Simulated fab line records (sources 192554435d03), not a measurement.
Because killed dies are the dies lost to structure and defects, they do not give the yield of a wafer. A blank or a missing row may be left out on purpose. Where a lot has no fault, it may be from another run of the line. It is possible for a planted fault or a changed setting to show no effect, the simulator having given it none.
fab line records ; flow n5-finfet
[record] lots = 10; wafers = 29; last-day = 17
route steps=1938 shown SDB@376 HKMG_FIN@387
lots untouched by any fault: they come from a run of this same line in which no faults occurred
start-h: start of the lot's first displayed wafer, in hours after the record's first day ; wait-h: how many hours have passed since the lot's step before this one ; " unchanged from the row above ; L1.1+2: several wafers, shown together as one row ; - either no value or no given start ; * or withheld: withheld ; < > ~ a bound
route shown NAME@n: names a module that has steps shown in the file, with the first one's number in the route ; usual: mean and standard deviation over wafers with no fault ; same: alike in all rows ; chamber/n: place in a boat ; sites: readings site by site ; _std_site: standard deviation across them ; _edge_site: inner sites' mean taken away from outer sites' mean ; radius-mm: how far each site lies from the wafer's centre ; mask NAME#n: copy n ; behind: tool/chamber where the wafer was last shaped ; hold: reason for holding the lot/hours on hold/outcome of the hold ; device: the n, p or np transistor that did not switch ; end of line: tests of these same wafers at the route's end ; where a step has no rows: the recipe by itself ; killed: count of dies lost to structure and defects at first sort (not the wafer's yield) ; map: the dies of a wafer, with x for killed, . for not killed, _ for no die there
set.NAME: the setting that was run; set.NAME@STEP: the one run at that earlier step ; model.NAME: the simulator's own value behind a step, which no gauge read
one table for each step of the route and one row for each wafer, over a sample of lots
services: from which hour (start-h, from the record's first day; less than 0 if before it) a tool's chamber was out of use, for how many hours, and why
[[steps]]
[step N5_SDB_INSPECT_36]
[recipe] inspect-instrument = darkfield; mode = post-cmp
[usual] raw-defect-count = 37/20
lot.wafer;tool;chamber;start-h;wait-h;raw-defect-count
L378.3;defect-inspect-01;-;70.83;0.0;22
L378.4;defect-inspect-01;-;70.83;0.0;12
L378.5;defect-inspect-01;-;70.83;0.0;13
L379.2;defect-inspect-02;-;74.63;0.0;24
L379.4;defect-inspect-02;-;74.63;0.0;17
L379.6;defect-inspect-02;-;74.63;0.0;15
L380.2;defect-inspect-02;-;84.95;0.0;22
L380.5;defect-inspect-02;-;84.95;0.0;21
L380.6;defect-inspect-02;-;84.95;0.0;41
L381.1;defect-inspect-01;-;85.91;0.0;25
L381.2;defect-inspect-01;-;85.91;0.0;30
L381.5;defect-inspect-01;-;85.91;0.0;34
L383.4;defect-inspect-01;-;98.30;0.0;57
L383.5;defect-inspect-01;-;98.30;0.0;36
L384.1;defect-inspect-01;-;104.00;0.0;42
L384.3;defect-inspect-01;-;104.00;0.0;66
L384.5;defect-inspect-01;-;104.00;0.0;38
L392.1;defect-inspect-02;-;152.28;0.0;26
L392.3;defect-inspect-02;-;152.28;0.0;37
L392.6;defect-inspect-02;-;152.28;0.0;27
L396.2;defect-inspect-02;-;179.33;0.0;40
L396.3;defect-inspect-02;-;179.33;0.0;38
L396.5;defect-inspect-02;-;179.33;0.0;45
L397.3;defect-inspect-01;-;184.11;0.0;31
L397.5;defect-inspect-01;-;184.11;0.0;30
L397.6;defect-inspect-01;-;184.11;0.0;41
L401.1;defect-inspect-02;-;206.82;0.0;35
L401.2;defect-inspect-02;-;206.82;0.0;25
L401.6;defect-inspect-02;-;206.82;0.0;19
[step N5_HKMG_FIN_HK_ANNEAL_02]
[recipe] temp-c = 700; time-s = 30; ambient = N2; idle-temp-c = 600; ramp-up-c-per-s = 150; ramp-down-c-per-s = 60; cool-to-c = 600
[usual] lamp-power-pct = 8.79/0.052; lamp_zone_1_pct = 8.799/0.011; lamp_zone_2_pct = 8.796/0.012; lamp_zone_3_pct = 8.796/0.012; lamp_zone_4_pct = 8.795/0.011; lamp_zone_5_pct = 8.799/0.012; lamp_zone_6_pct = 8.727/0.011; lamp_zone_7_pct = 9.193/0.012; wafer_temp_C_max = 703.0/0.7
lot.wafer;tool;chamber;start-h;wait-h;lamp-power-pct;lamp_zone_1_pct;lamp_zone_2_pct;lamp_zone_3_pct;lamp_zone_4_pct;lamp_zone_5_pct;lamp_zone_6_pct;lamp_zone_7_pct;wafer_temp_C_max
L378.3;rtp-anneal-01;0;71.77;0.2;8.80;8.800;8.804;8.796;8.790;8.789;8.737;9.191;702.4
L378.4;rtp-anneal-01;0;71.77;0.2;8.71;8.786;8.807;8.800;8.802;8.806;8.685;9.173;702.5
L378.5;rtp-anneal-01;0;71.77;0.2;8.79;8.799;8.784;8.792;8.800;8.800;8.729;9.200;702.8
L379.2;rtp-anneal-01;0;75.47;0.1;8.85;8.793;8.811;8.794;8.797;8.798;8.732;9.201;704.1
L379.4;rtp-anneal-01;0;75.47;0.1;8.80;8.797;8.802;8.796;8.790;8.791;8.722;9.182;702.8
L379.6;rtp-anneal-01;0;75.47;0.1;8.75;8.772;8.791;8.814;8.784;8.807;8.726;9.171;702.3
L380.2;rtp-anneal-02;0;85.76;0.1;8.75;8.797;8.774;8.805;8.793;8.787;8.716;9.193;702.9
L380.5;rtp-anneal-02;0;85.76;0.1;8.74;8.801;8.799;8.788;8.795;8.779;8.722;9.203;702.3
L380.6;rtp-anneal-02;0;85.76;0.1;8.79;8.794;8.807;8.781;8.787;8.783;8.728;9.188;702.1
L381.1;rtp-anneal-01;0;86.68;0.1;8.85;8.803;8.816;8.797;8.801;8.793;8.722;9.181;703.8
L381.2;rtp-anneal-01;0;86.68;0.1;8.85;8.786;8.790;8.785;8.794;8.794;8.715;9.185;703.0
L381.5;rtp-anneal-01;0;86.68;0.1;8.76;8.818;8.795;8.791;8.797;8.799;8.719;9.218;703.2
L383.4;rtp-anneal-02;0;99.16;0.2;8.83;8.793;8.802;8.782;8.761;8.798;8.724;9.195;702.6
L383.5;rtp-anneal-02;0;99.16;0.2;8.79;8.802;8.782;8.793;8.806;8.808;8.711;9.171;702.1
L384.1;rtp-anneal-02;0;104.84;0.1;8.79;8.806;8.810;8.793;8.808;8.804;8.712;9.180;703.0
L384.3;rtp-anneal-02;0;104.84;0.1;8.77;8.798;8.799;8.817;8.794;8.798;8.727;9.211;704.3
L384.5;rtp-anneal-02;0;104.84;0.1;8.80;8.784;8.798;8.803;8.795;8.783;8.732;9.199;702.3
L392.1;rtp-anneal-01;0;153.21;0.2;8.75;8.767;8.802;8.756;8.802;8.777;8.728;9.180;703.5
L392.3;rtp-anneal-01;0;153.21;0.2;8.83;8.789;8.773;8.804;8.792;8.800;8.725;9.214;702.9
L392.6;rtp-anneal-01;0;153.21;0.2;8.78;8.798;8.811;8.802;8.797;8.810;8.736;9.202;703.1
L396.2;rtp-anneal-01;0;180.23;0.2;9.37;9.302;9.311;9.330;9.300;9.334;9.237;9.738;703.1
L396.3;rtp-anneal-01;0;180.23;0.2;9.38;9.319;9.316;9.332;9.311;9.317;9.249;9.722;703.7
L396.5;rtp-anneal-01;0;180.23;0.2;9.30;9.323;9.324;9.319;9.307;9.304;9.230;9.724;702.1
L397.3;rtp-anneal-01;0;184.95;0.2;9.23;9.299;9.310;9.309;9.302;9.319;9.268;9.723;702.7
L397.5;rtp-anneal-01;0;184.95;0.2;9.30;9.336;9.315;9.315;9.316;9.316;9.239;9.704;701.8
L397.6;rtp-anneal-01;0;184.95;0.2;9.26;9.309;9.290;9.313;9.300;9.313;9.236;9.708;703.1
L401.1;rtp-anneal-02;0;207.77;0.2;8.84;8.805;8.773;8.809;8.781;8.795;8.738;9.182;702.4
L401.2;rtp-anneal-02;0;207.77;0.2;8.74;8.791;8.788;8.816;8.796;8.791;8.727;9.196;703.5
L401.6;rtp-anneal-02;0;207.77;0.2;8.70;8.784;8.799;8.788;8.796;8.794;8.738;9.190;703.6
[step N5_HKMG_FIN_ETCH_54]
[recipe] chemistry = CF4; target = SiARC; target-depth-a = 455; mask-material = CAR-ArF; time-s = 75.8; ion-energy-ev = 80; pressure-mtorr = 40; source-w = 545; bias-w = 36; Ar_flow_sccm = 100; cf4-flow-sccm = 100; ends = cleared
[usual] drypump-motor-current-A = 5.3/0.57; etch-rf-on-time-s = 77.2/2.2; oes-product-au = 0.64/0.075; rf-fwd-power-W = 540.1/2.2; rf-vpp-V = 183.9/1.2; showerhead-plenum-p-Torr = 2.12/0.067; throttle-valve-pct = 15.61/0.26
lot.wafer;tool;chamber;start-h;wait-h;drypump-motor-current-A;etch-rf-on-time-s;oes-product-au;rf-fwd-power-W;rf-hours-counter-h;rf-vpp-V;showerhead-plenum-p-Torr;throttle-valve-pct
L378.3;rie-diel-01;0;72.46;0.0;4.9;78.1;0.58;537.9;232;183.7;2.13;15.84
L378.4;rie-diel-01;2;72.46;0.0;6.3;81.6;0.58;537.7;211;183.9;2.10;15.69
L378.5;rie-diel-01;0;72.46;0.0;4.9;78.4;0.58;535.4;-;183.1;2.13;15.84
L379.2;rie-diel-04;3;76.41;0.0;4.9;78.8;0.61;542.1;160;184.4;2.24;15.90
L379.4;rie-diel-04;2;76.41;0.0;5.3;76.6;0.63;535.8;151;184.0;2.06;15.34
L379.6;rie-diel-04;3;76.41;0.0;4.9;78.3;0.62;541.4;-;186.8;2.24;15.91
L380.2;rie-diel-04;1;86.48;0.0;5.3;79.1;0.57;539.5;222;183.7;2.02;15.58
L380.5;rie-diel-04;2;86.48;0.0;5.3;76.2;0.63;538.4;-;183.3;2.06;15.35
L380.6;rie-diel-04;3;86.48;0.0;4.9;78.8;0.62;541.7;-;186.1;2.24;15.92
L381.1;rie-diel-04;2;87.44;0.0;5.3;76.1;0.63;537.3;156;183.8;2.06;15.36
L381.2;rie-diel-04;1;87.44;0.0;5.3;79.0;0.58;543.4;223;182.9;2.02;15.60
L381.5;rie-diel-04;3;87.44;0.0;4.9;78.6;0.61;540.5;-;186.3;2.24;15.91
L383.4;rie-diel-05;1;100.16;0.0;6.4;80.5;0.64;538.8;138;183.1;2.08;15.63
L383.5;rie-diel-05;2;100.16;0.0;5.2;74.7;0.75;539.8;-;183.8;2.18;15.17
L384.1;rie-diel-05;3;106.38;0.0;5.0;73.5;0.65;541.0;158;180.8;2.05;15.61
L384.3;rie-diel-05;1;106.38;0.0;6.4;79.9;0.65;541.8;141;183.2;2.07;15.64
L384.5;rie-diel-05;1;106.38;0.0;6.4;80.5;0.65;544.4;-;183.4;2.07;15.64
L392.1;rie-diel-04;2;154.09;0.0;5.3;75.1;0.61;540.0;181;181.9;2.05;15.43
L392.3;rie-diel-04;3;154.09;0.0;4.9;79.0;0.60;540.7;190;186.6;2.23;15.97
L392.6;rie-diel-04;3;154.09;0.0;4.8;79.8;0.60;541.0;-;185.5;2.23;15.97
L396.2;rie-diel-04;2;181.08;0.0;5.3;74.4;0.61;540.0;193;183.0;2.05;15.44
L396.3;rie-diel-04;3;181.08;0.0;4.8;80.1;0.58;543.0;202;184.9;2.23;16.00
L396.5;rie-diel-04;1;181.08;0.0;5.3;77.5;0.82;541.1;-;186.3;2.26;15.21
L397.3;rie-diel-01;2;185.77;0.0;6.3;81.0;0.55;540.1;243;184.2;2.09;15.75
L397.5;rie-diel-01;0;185.77;0.0;4.9;77.9;0.79;536.2;-;182.3;2.12;15.47
L397.6;rie-diel-01;1;185.77;0.0;4.7;76.8;0.62;541.2;-;184.9;2.21;15.73
L401.1;rie-diel-01;0;208.68;0.0;4.9;76.6;0.77;538.1;22;184.3;2.12;15.49
L401.2;rie-diel-01;1;208.68;0.0;4.7;75.6;0.61;537.2;209;186.6;2.20;15.75
L401.6;rie-diel-01;2;208.68;0.0;6.3;79.5;0.56;540.2;-;184.1;2.09;15.78
[step N5_HKMG_FIN_ETCH_55]
[recipe] chemistry = N2/H2; target = SOC; target-depth-a = 2400; temp-c = 40; time-s = 300; ion-energy-ev = 200; mask-material = SiARC; pressure-mtorr = 30; source-w = 840; bias-w = 150; n2-flow-sccm = 200; h2-flow-sccm = 200
[usual] drypump-motor-current-A = 5.3/0.57; oes-product-au = 0.75/0.09; rf-fwd-power-W = 838.1/2.7; rf-vpp-V = 523.3/2.3; showerhead-plenum-p-Torr = 2.52/0.071; throttle-valve-pct = 17.83/0.27
lot.wafer;tool;chamber;start-h;wait-h;drypump-motor-current-A;oes-product-au;rf-fwd-power-W;rf-hours-counter-h;rf-vpp-V;showerhead-plenum-p-Torr;throttle-valve-pct
L378.3;rie-diel-01;0;72.52;0.0;4.9;0.68;835.0;232;521.8;2.48;17.76
L378.4;rie-diel-01;2;72.52;0.0;6.3;0.68;840.3;211;522.7;2.52;17.98
L378.5;rie-diel-01;0;72.52;0.0;4.9;0.68;833.9;-;523.4;2.48;17.74
L379.2;rie-diel-04;3;76.47;0.0;4.9;0.72;838.3;160;526.5;2.63;18.00
L379.4;rie-diel-04;2;76.47;0.0;5.3;0.73;841.9;151;521.0;2.46;17.70
L379.6;rie-diel-04;3;76.47;0.0;4.9;0.72;835.7;-;525.5;2.63;17.99
L380.2;rie-diel-04;1;86.54;0.0;5.4;0.68;833.7;222;521.9;2.41;17.92
L380.5;rie-diel-04;2;86.54;0.0;5.3;0.74;838.3;-;518.7;2.46;17.71
L380.6;rie-diel-04;3;86.54;0.0;4.8;0.72;840.2;-;525.3;2.63;17.99
L381.1;rie-diel-04;2;87.50;0.0;5.3;0.74;839.4;156;520.1;2.46;17.69
L381.2;rie-diel-04;1;87.50;0.0;5.4;0.68;835.1;223;521.0;2.41;17.92
L381.5;rie-diel-04;3;87.50;0.0;4.9;0.72;831.3;-;526.6;2.63;17.98
L383.4;rie-diel-05;1;100.21;0.0;6.4;0.75;844.6;138;521.7;2.47;17.98
L383.5;rie-diel-05;2;100.21;0.0;5.2;0.88;837.6;-;523.5;2.58;17.27
L384.1;rie-diel-05;3;106.43;0.0;4.9;0.77;837.2;158;521.4;2.44;17.87
L384.3;rie-diel-05;1;106.43;0.0;6.4;0.76;840.1;141;521.2;2.47;17.98
L384.5;rie-diel-05;1;106.43;0.0;6.4;0.75;837.3;-;522.0;2.47;17.98
L392.1;rie-diel-04;2;154.14;0.0;5.3;0.73;840.3;181;521.1;2.45;17.75
L392.3;rie-diel-04;3;154.14;0.0;4.9;0.70;835.5;190;525.0;2.62;18.05
L392.6;rie-diel-04;3;154.14;0.0;4.9;0.70;840.1;-;526.9;2.62;18.04
L396.2;rie-diel-04;2;181.14;0.0;5.3;0.72;840.1;194;522.0;2.45;17.76
L396.3;rie-diel-04;3;181.14;0.0;4.9;0.69;836.2;202;525.3;2.61;18.07
L396.5;rie-diel-04;1;181.14;0.0;5.3;0.96;838.3;-;529.2;2.71;17.65
L397.3;rie-diel-01;2;185.82;0.0;6.3;0.66;836.3;243;520.3;2.51;18.04
L397.5;rie-diel-01;0;185.82;0.0;4.9;0.93;837.6;-;522.8;2.47;17.49
L397.6;rie-diel-01;1;185.82;0.0;4.7;0.73;838.4;-;527.0;2.62;17.96
L401.1;rie-diel-01;0;208.73;0.0;4.9;0.91;841.5;22;522.9;2.47;17.50
L401.2;rie-diel-01;1;208.73;0.0;4.7;0.72;840.3;209;525.7;2.62;17.97
L401.6;rie-diel-01;2;208.73;0.0;6.3;0.65;837.2;-;523.3;2.51;18.06
[[services]]
tool;chamber;start-h;hours;kind
rie-diel-05;-;71.46;0.8;repair
rie-diel-01;-;102.19;4.3;pm
rie-diel-01;2;107.31;5.2;repair
rie-diel-01;-;114.81;14.6;pm
rie-diel-05;2;120.99;4.6;repair
rie-diel-01;0;141.86;-;clean
rie-diel-01;0;141.86;-;consumable-replace:focus-ring
rie-diel-01;0;141.86;13.6;scheduled-down
rie-diel-01;0;141.86;13.6;vent-cycle
rie-diel-04;1;152.74;6.5;repair
rie-diel-04;1;165.36;-;clean
rie-diel-04;1;165.36;-;consumable-replace:focus-ring
rie-diel-04;1;165.36;-;consumable-replace:showerhead
rie-diel-04;1;165.36;12.3;scheduled-down
rie-diel-04;1;165.36;12.3;vent-cycle
rtp-anneal-02;-;175.38;5.5;pm
rie-diel-04;0;177.71;-;clean
rie-diel-04;0;177.71;-;consumable-replace:focus-ring
rie-diel-04;0;177.71;25.2;scheduled-down
rie-diel-04;0;177.71;25.2;vent-cycle
rie-diel-01;3;197.18;-;clean
rie-diel-01;3;197.18;-;consumable-replace:focus-ring
rie-diel-01;3;197.18;15.6;scheduled-down
rie-diel-01;3;197.18;15.6;vent-cycle
[[key]]
[first-sign] step = N5_HKMG_FIN_HK_ANNEAL_02; reading = lamp_zone_4_pct; direction = up; sigmas = 48; usual = *; struck = *
[effect] step = N5_HKMG_FIN_HK_ANNEAL_02; reading = lamp_zone_1_pct; direction = up; sigmas = 47; usual = *; struck = *
met-at N5_HKMG_FIN_HK_ANNEAL_02
struck-lots L396,L397
tester-left-out L396,L397
[baseline-loss] step = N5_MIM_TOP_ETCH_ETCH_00; wafers = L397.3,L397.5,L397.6
not-acting-at N5_SDB_INSPECT_36,N5_HKMG_FIN_ETCH_54,N5_HKMG_FIN_ETCH_55
onset-between 153.21 180.23
[fault] kind = process-parameter-drift; tool = rtp-anneal-01; chamber = -; onset-h = 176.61; steps = N5_HKMG_FIN_HK_ANNEAL_02; channel = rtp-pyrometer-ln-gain; offset = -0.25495; shape = step; end-h = 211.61
// tester-left-out: of these lots the tester's yield and bins aren't shown, on N5 and GAA mostly nor the transistor test; their killed dies are dies lost to structure and defects alone, not to doping, threshold or leakage, so they don't give the yield
// baseline-loss: these wafers lose ten dies or more at that step, a loss of the line's own and not of a fault; the sort's usual values leave them out
